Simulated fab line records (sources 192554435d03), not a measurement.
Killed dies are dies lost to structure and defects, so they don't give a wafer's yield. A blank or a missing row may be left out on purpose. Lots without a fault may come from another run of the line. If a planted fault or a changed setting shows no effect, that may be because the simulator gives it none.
Split-lot trial || flow n5 finfet || 21 wafers read across 7 lots, on a route 1938 steps long

## THE SPLIT ITSELF
At N5_FIN_SAQP_PECVD_06 (deposits a-Si from SiH4/He, target thk 60 nm, time 48.1 s), the setting time s was moved away from the recipe's 48.1 s on 5 of the 21 wafers read, by -6.7% to +13.4%. This setting was run at the recipe's value on the other wafers.

## FROM THE SPLIT TO THE READING: what the file shows between them, 3 steps
- N5_FIN_SAQP_THK_MEAS_07
- N5_FIN_SAQP_MANDREL_ETCH_22: etches a-Si in HBr/Cl2, stops on SiNx, target depth 60 nm, bt time 10 s, time 30 s (also split here: over etch frac)
- N5_FIN_SAQP_SPACER1_ALD_24: deposits SiO2, target thk 20.3 nm, pulse time 1 s, purge time 2 s (also split here: temp c)

## THE READING
a-Si_of_FIN_SAQP_PECVD_06.thk nm (the simulator's own value, which no gauge read), in nm, at N5_FIN_SAQP_SPACER1_ETCHBACK_25 (etches SiO2 in CHF3/O2, target depth 24.4 nm, time 12.2 s). The file gives no usual value for it. Here, 16 wafers ran the recipe; their average is 59.3 nm with a standard deviation of 0.5 nm.

{"wafer": "L075.1", "tool, chamber at the split": "pecvd-01, 1", "time s as run, s": 48.1, "against the recipe": "recipe", "a-Si_of_FIN_SAQP_PECVD_06.thk nm, nm": 58, "against lot-mates on the recipe": "-"}
{"wafer": "L075.4", "tool, chamber at the split": "pecvd-01, 0", "time s as run, s": 48.1, "against the recipe": "recipe", "a-Si_of_FIN_SAQP_PECVD_06.thk nm, nm": 59.4, "against lot-mates on the recipe": "-"}
{"wafer": "L075.5", "tool, chamber at the split": "pecvd-01, 1", "time s as run, s": 48.1, "against the recipe": "recipe", "a-Si_of_FIN_SAQP_PECVD_06.thk nm, nm": 59.2, "against lot-mates on the recipe": "-"}
{"wafer": "L077.4", "tool, chamber at the split": "pecvd-01, 0", "time s as run, s": 48.1, "against the recipe": "recipe", "a-Si_of_FIN_SAQP_PECVD_06.thk nm, nm": 59.4, "against lot-mates on the recipe": "-"}
{"wafer": "L077.5", "tool, chamber at the split": "pecvd-01, 0", "time s as run, s": 48.1, "against the recipe": "recipe", "a-Si_of_FIN_SAQP_PECVD_06.thk nm, nm": 59, "against lot-mates on the recipe": "-"}
{"wafer": "L077.6", "tool, chamber at the split": "pecvd-01, 1", "time s as run, s": 44.88, "against the recipe": "-6.7%", "a-Si_of_FIN_SAQP_PECVD_06.thk nm, nm": 54.4, "against lot-mates on the recipe": -4.8}
{"wafer": "L079.1", "tool, chamber at the split": "pecvd-02, 1", "time s as run, s": 48.1, "against the recipe": "recipe", "a-Si_of_FIN_SAQP_PECVD_06.thk nm, nm": 59.2, "against lot-mates on the recipe": "-"}
{"wafer": "L079.4", "tool, chamber at the split": "pecvd-02, 1", "time s as run, s": 48.1, "against the recipe": "recipe", "a-Si_of_FIN_SAQP_PECVD_06.thk nm, nm": 60, "against lot-mates on the recipe": "-"}
{"wafer": "L079.6", "tool, chamber at the split": "pecvd-02, 0", "time s as run, s": 48.1, "against the recipe": "recipe", "a-Si_of_FIN_SAQP_PECVD_06.thk nm, nm": 59, "against lot-mates on the recipe": "-"}
{"wafer": "L082.3", "tool, chamber at the split": "pecvd-01, 1", "time s as run, s": 48.1, "against the recipe": "recipe", "a-Si_of_FIN_SAQP_PECVD_06.thk nm, nm": 58.8, "against lot-mates on the recipe": "-"}
{"wafer": "L082.4", "tool, chamber at the split": "pecvd-01, 1", "time s as run, s": 54.54, "against the recipe": "+13.4%", "a-Si_of_FIN_SAQP_PECVD_06.thk nm, nm": 66.8, "against lot-mates on the recipe": "+8.0"}
{"wafer": "L082.5", "tool, chamber at the split": "pecvd-01, 2", "time s as run, s": 54.54, "against the recipe": "+13.4%", "a-Si_of_FIN_SAQP_PECVD_06.thk nm, nm": 67.6, "against lot-mates on the recipe": "+8.8"}
{"wafer": "L085.3", "tool, chamber at the split": "pecvd-01, 2", "time s as run, s": 48.1, "against the recipe": "recipe", "a-Si_of_FIN_SAQP_PECVD_06.thk nm, nm": 59, "against lot-mates on the recipe": "-"}
{"wafer": "L085.5", "tool, chamber at the split": "pecvd-01, 2", "time s as run, s": 48.1, "against the recipe": "recipe", "a-Si_of_FIN_SAQP_PECVD_06.thk nm, nm": 59.4, "against lot-mates on the recipe": "-"}
{"wafer": "L085.6", "tool, chamber at the split": "pecvd-01, 0", "time s as run, s": 48.1, "against the recipe": "recipe", "a-Si_of_FIN_SAQP_PECVD_06.thk nm, nm": 59.8, "against lot-mates on the recipe": "-"}
{"wafer": "L086.2", "tool, chamber at the split": "pecvd-01, 1", "time s as run, s": 50.64, "against the recipe": "+5.3%", "a-Si_of_FIN_SAQP_PECVD_06.thk nm, nm": 61.8, "against lot-mates on the recipe": "+1.8"}
{"wafer": "L086.4", "tool, chamber at the split": "pecvd-01, 2", "time s as run, s": 50.64, "against the recipe": "+5.3%", "a-Si_of_FIN_SAQP_PECVD_06.thk nm, nm": 62.6, "against lot-mates on the recipe": "+2.6"}
{"wafer": "L086.6", "tool, chamber at the split": "pecvd-01, 0", "time s as run, s": 48.1, "against the recipe": "recipe", "a-Si_of_FIN_SAQP_PECVD_06.thk nm, nm": 60, "against lot-mates on the recipe": "-"}
{"wafer": "L092.3", "tool, chamber at the split": "pecvd-02, 2", "time s as run, s": 48.1, "against the recipe": "recipe", "a-Si_of_FIN_SAQP_PECVD_06.thk nm, nm": 59, "against lot-mates on the recipe": "-"}
{"wafer": "L092.4", "tool, chamber at the split": "pecvd-02, 2", "time s as run, s": 48.1, "against the recipe": "recipe", "a-Si_of_FIN_SAQP_PECVD_06.thk nm, nm": 59.4, "against lot-mates on the recipe": "-"}
{"wafer": "L092.5", "tool, chamber at the split": "pecvd-02, 1", "time s as run, s": 48.1, "against the recipe": "recipe", "a-Si_of_FIN_SAQP_PECVD_06.thk nm, nm": 60, "against lot-mates on the recipe": "-"}

THE FIT
A straight line over all 21 wafers: a-Si_of_FIN_SAQP_PECVD_06.thk nm changes by +0.605 nm for each +1% of time s; r = +0.98; the points scatter about the line by 0.54 nm.
The same after taking each lot's own level away (the mean of its wafers on the recipe; 21 wafers): +0.619 nm for each +1%; r = +0.98; scatter 0.55 nm.
According to that fit, moving time s by its largest amount changes the reading by 8.3 nm.
Measured against the standard deviation above, the lots' own levels, which go from 58.80 to 60.00 nm, span 2.4 times it.
The two slopes are in agreement: the lot-to-lot level therefore moves the slope only a little.
Check: with one of the wafers moved furthest among these (+13.4%) left out of the fit, the line predicts +8.26 nm for it against its lot-mates. Against them it came out at +8 nm.

## FURTHER SPLITS ON THESE WAFERS
Other splits were also applied to these wafers ahead of the reading. Each is held against what the fit with the lots' levels taken away leaves over:
{"other split on the same wafers": "N5_FIN_SAQP_HM_DEP_03 time s", "wafers away from the commonest value": 5, "r with a-Si_of_FIN_SAQP_PECVD_06.thk nm (lot level and that fit taken away)": "+0.14"}
{"other split on the same wafers": "N5_FIN_SAQP_MANDREL_ETCH_22 over etch frac", "wafers away from the commonest value": 7, "r with a-Si_of_FIN_SAQP_PECVD_06.thk nm (lot level and that fit taken away)": -0.33}
{"other split on the same wafers": "N5_FIN_SAQP_SPACER1_ALD_24 temp c", "wafers away from the commonest value": 5, "r with a-Si_of_FIN_SAQP_PECVD_06.thk nm (lot level and that fit taken away)": -0.02}

## THE WHOLE CHAIN: every reading that the file lists as answering this split, in the file's order
{"step": "N5_FIN_SAQP_PECVD_06", "what it does": "deposits a-Si from SiH4/He, target thk 60 nm, time 48.1 s", "reading": "a-Si_of_FIN_SAQP_PECVD_06.thk nm (the simulator's own value, which no gauge read)", "change (the file's fit)": "+0.63 nm for each +1% of the setting", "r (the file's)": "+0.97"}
{"step": "N5_FIN_SAQP_THK_MEAS_07", "what it does": "", "reading": "thk nm", "change (the file's fit)": "withheld for each +1% of the setting", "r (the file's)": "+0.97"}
{"step": "N5_FIN_SAQP_MANDREL_ETCH_22", "what it does": "etches a-Si in HBr/Cl2, stops on SiNx, target depth 60 nm, bt time 10 s, time 30 s", "reading": "etch.depth nm (the simulator's own value, which no gauge read)", "change (the file's fit)": "+0.629 nm for each +1% of the setting", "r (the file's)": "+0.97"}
{"step": "N5_FIN_SAQP_SPACER1_ETCHBACK_25", "what it does": "etches SiO2 in CHF3/O2, target depth 24.4 nm, time 12.2 s", "reading": "a-Si_of_FIN_SAQP_PECVD_06.thk nm (the simulator's own value, which no gauge read)", "change (the file's fit)": "+0.62 nm for each +1% of the setting", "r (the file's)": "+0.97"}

## THE FILE'S OWN FIT
a-Si_of_FIN_SAQP_PECVD_06.thk nm changes by +0.62 nm for each +1% of time s, r = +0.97.
